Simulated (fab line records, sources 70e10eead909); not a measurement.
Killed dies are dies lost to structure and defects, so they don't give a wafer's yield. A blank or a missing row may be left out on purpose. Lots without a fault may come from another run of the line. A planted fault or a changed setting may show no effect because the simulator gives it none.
Which tool did it? | flow nand_harc | 12 lots, 36 wafers sampled, at 6 steps of a route of 1302

WHAT THE GAUGES READ, wafer by wafer
NHARC_A_M1_INSPECT_11.
lot  | measured     | on                | raw_defect_count
L120 | day 23 12:37 | defect_inspect-02 | 92 100 105
L119 | day 23 16:44 | defect_inspect-02 | 52 67 59
L121 | day 24 04:07 | defect_inspect-02 | 61 379 69
L122 | day 24 10:55 | defect_inspect-02 | 58 62 58
L127 | day 26 09:26 | defect_inspect-01 | 115 138 151
L130 | day 28 05:32 | defect_inspect-01 | 19 30 21
L134 | day 29 18:29 | defect_inspect-01 | 35 18 21
L136 | day 30 17:09 | defect_inspect-02 | 97 92 110
L135 | day 30 18:53 | defect_inspect-02 | 93 90 73
L139 | day 31 16:43 | defect_inspect-01 | 96 82 72
L140 | day 32 08:07 | defect_inspect-01 | 134 146 150
L141 | day 33 07:40 | defect_inspect-02 | 136 149 144

NHARC_END_SORT_01.
lot  | measured     | on        | defect_limited_yield (%) | killed_at_array | killed_at_other | killed_at_periphery | killed_dies | killed_open | killed_short
L121 | day 25 15:22 | prober-01 | 93 87 93                 | 44 82 42        | 1 0 0           | 1 9 5               | 46 91 47    | 1 4 2       | 3 3 1
L127 | day 27 20:07 | prober-02 | 89 88 85                 | 73 78 99        | 0 0 0           | 1 2 5               | 74 80 104   | 1 3 7       | 1 3 4
L134 | day 31 08:02 | prober-02 | 95 96 96                 | 27 19 20        | 3 3 2           | 7 5 6               | 37 27 28    | 5 2 3       | 0 3 2

WHICH TOOL RAN EACH LOT (tool, then ch and the chambers of the sampled wafers, then the start)
lot  | NHARC_A_M0_PVD_21                       | NHARC_A_M0_DEP_32               | NHARC_A_M1_STRIP_18                | NHARC_A_M1_PVD_20
L120 | pvd_sputter-03, day 23 11:27 or earlier | pecvd-01 ch 0,2, day 23 11:27   | rie_diel-04 ch 0,1,3, day 23 13:07 | pvd_sputter-03, no start
L119 | pvd_sputter-01, day 23 15:23 or earlier | pecvd-01 ch 0,1,2, day 23 15:23 | rie_diel-04 ch 0,2, day 23 17:14   | pvd_sputter-02, no start
L121 | pvd_sputter-02, day 24 02:50 or earlier | pecvd-01 ch 0,1,2, day 24 02:50 | rie_diel-03 ch 0,1,3, day 24 04:36 | pvd_sputter-01, day 25 15:22 or earlier
L122 | pvd_sputter-01, day 24 09:33 or earlier | pecvd-03 ch 0,2, day 24 09:33   | rie_diel-04 ch 2,3, day 24 11:26   | pvd_sputter-01, no start
L127 | pvd_sputter-03, day 26 08:01 or earlier | pecvd-03 ch 1,2, day 26 08:01   | rie_diel-04 ch 0,1,3, day 26 09:53 | pvd_sputter-01, day 27 20:07 or earlier
L130 | pvd_sputter-02, day 28 04:10 or earlier | pecvd-01 ch 0,2, day 28 04:10   | rie_diel-02 ch 0,3, day 28 06:00   | pvd_sputter-01, no start
L134 | pvd_sputter-02, day 29 17:07 or earlier | pecvd-02 ch 0,1, day 29 17:07   | rie_diel-02 ch 1,2, day 29 19:00   | pvd_sputter-03, day 31 08:02 or earlier
L136 | pvd_sputter-01, day 30 15:46 or earlier | pecvd-02 ch 0,1, day 30 15:46   | rie_diel-02 ch 0,1,3, day 30 17:35 | pvd_sputter-02, no start
L135 | pvd_sputter-02, day 30 17:31 or earlier | pecvd-01 ch 0,1,2, day 30 17:31 | rie_diel-02 ch 1,2, day 30 19:22   | pvd_sputter-01, no start
L139 | pvd_sputter-02, day 31 15:27 or earlier | pecvd-01 ch 0,2, day 31 15:27   | rie_diel-03 ch 1,2, day 31 17:10   | pvd_sputter-02, no start
L140 | pvd_sputter-01, day 32 06:36 or earlier | pecvd-03 ch 0,1, day 32 06:36   | rie_diel-03 ch 0,1, day 32 08:33   | pvd_sputter-02, no start
L141 | pvd_sputter-02, day 33 06:19 or earlier | pecvd-03 ch 1,2, day 33 06:19   | rie_diel-03 ch 0,3, day 33 08:06   | pvd_sputter-02, no start
- NHARC_A_M0_PVD_21: deposits Cu, target thk 30 nm, time 20.49 s.
- NHARC_A_M0_DEP_32: deposits SiCN, target thk 30 nm.
- NHARC_A_M1_STRIP_18: strips in N2/H2.
- NHARC_A_M1_PVD_20: deposits TaN, target thk 5 nm, time 8.06 s.

WHAT THE TOOLS THEMSELVES READ (means of the sampled wafers that have a number; where no wafer has one, the mark that the record gives instead)
NHARC_A_M0_PVD_21.
lot  | tool           | throttle_valve_pct (%)
L120 | pvd_sputter-03 | 29.7
L119 | pvd_sputter-01 | 30.6
L121 | pvd_sputter-02 | 30.8
L122 | pvd_sputter-01 | 30.6
L127 | pvd_sputter-03 | 29.5
L130 | pvd_sputter-02 | 32.2
L134 | pvd_sputter-02 | 30.8
L136 | pvd_sputter-01 | 30.7
L135 | pvd_sputter-02 | 31.0
L139 | pvd_sputter-02 | 32.0
L140 | pvd_sputter-01 | 31.0
L141 | pvd_sputter-02 | 31.9

NHARC_A_M0_DEP_32.
lot  | tool     | heater_power_w (W)
L120 | pecvd-01 | 556
L119 | pecvd-01 | 562
L121 | pecvd-01 | 562
L122 | pecvd-03 | 648
L127 | pecvd-03 | 577
L130 | pecvd-01 | 583
L134 | pecvd-02 | 654
L136 | pecvd-02 | 666
L135 | pecvd-01 | 612
L139 | pecvd-01 | 563
L140 | pecvd-03 | 531
L141 | pecvd-03 | 633

NHARC_A_M1_STRIP_18.
lot  | tool        | drypump_motor_current_A (A) | h2_flow_sccm (sccm) | oes_product_au (a.u.) | rf_vpp_V (V) | showerhead_plenum_p_Torr (Torr) | throttle_valve_pct (%)
L120 | rie_diel-04 | 6.2                         | 149.8               | 1.000                 | 90.7         | 2.06                            | 14.170
L119 | rie_diel-04 | 6.6                         | 150.3               | 1.003                 | 89.8         | 2.03                            | 14.169
L121 | rie_diel-03 | 6.0                         | 149.4               | 1.005                 | 91.0         | 2.05                            | 14.168
L122 | rie_diel-04 | 6.3                         | 150.3               | 0.999                 | 89.8         | 1.99                            | 14.169
L127 | rie_diel-04 | 6.2                         | 150.1               | 0.989                 | 89.6         | 2.06                            | 14.175
L130 | rie_diel-02 | 5.2                         | 150.5               | 1.004                 | 90.7         | 2.09                            | 14.180
L134 | rie_diel-02 | 6.1                         | 149.8               | 1.010                 | 91.2         | 2.07                            | 14.167
L136 | rie_diel-02 | 5.7                         | 149.7               | 1.007                 | 89.6         | 2.07                            | 14.175
L135 | rie_diel-02 | 6.1                         | 150.1               | 1.008                 | 90.6         | 2.00                            | 14.170
L139 | rie_diel-03 | 5.6                         | 150.0               | 0.993                 | 90.4         | 1.99                            | 14.171
L140 | rie_diel-03 | 6.0                         | 149.9               | 0.993                 | 89.6         | 1.97                            | 14.173
L141 | rie_diel-03 | 5.9                         | 150.5               | 1.001                 | 91.5         | 2.11                            | 14.169

NHARC_A_M1_PVD_20.
lot  | tool           | bias_v (V) | throttle_valve_pct (%)
L120 | pvd_sputter-03 | 168.5      | 29.7
L119 | pvd_sputter-02 | 167.6      | 30.0
L121 | pvd_sputter-01 | 169.1      | 30.6
L122 | pvd_sputter-01 | 169.1      | 30.8
L127 | pvd_sputter-01 | 168.3      | 30.9
L130 | pvd_sputter-01 | 168.0      | 30.2
L134 | pvd_sputter-03 | 171.4      | 29.9
L136 | pvd_sputter-02 | 167.7      | 30.9
L135 | pvd_sputter-01 | 167.4      | 31.2
L139 | pvd_sputter-02 | 168.8      | 31.1
L140 | pvd_sputter-02 | 168.5      | 31.0
L141 | pvd_sputter-02 | 169.5      | 31.9

THE ANSWER, worked out from the rows above alone
Rule: what is usual is taken from the lots themselves. Put in order of their means at a reading, lots are off if they are a third of the lots or fewer, leave a main group of 4 or more, and stand apart from it by a gap of 3 or more times the standard deviation of the main group's means; of several such gaps the widest counts. A main group whose means are all the same, to the digits that the tables above print for the reading, isn't used. A lot without any number at a reading at which 4 lots or more have one is off too. The other lots that the step has rows for count as sound. The gauges are gone through in route order, then the tools' own readings, and for those a lot's mean is taken as printed above. The first step at which some lot is off is used, and at that step the reading that is off furthest; a lot without a number counts as furthest.
No lot is off at any reading shown: from this, nothing can be told.

WHAT THE SIMULATOR HAD PUT IN
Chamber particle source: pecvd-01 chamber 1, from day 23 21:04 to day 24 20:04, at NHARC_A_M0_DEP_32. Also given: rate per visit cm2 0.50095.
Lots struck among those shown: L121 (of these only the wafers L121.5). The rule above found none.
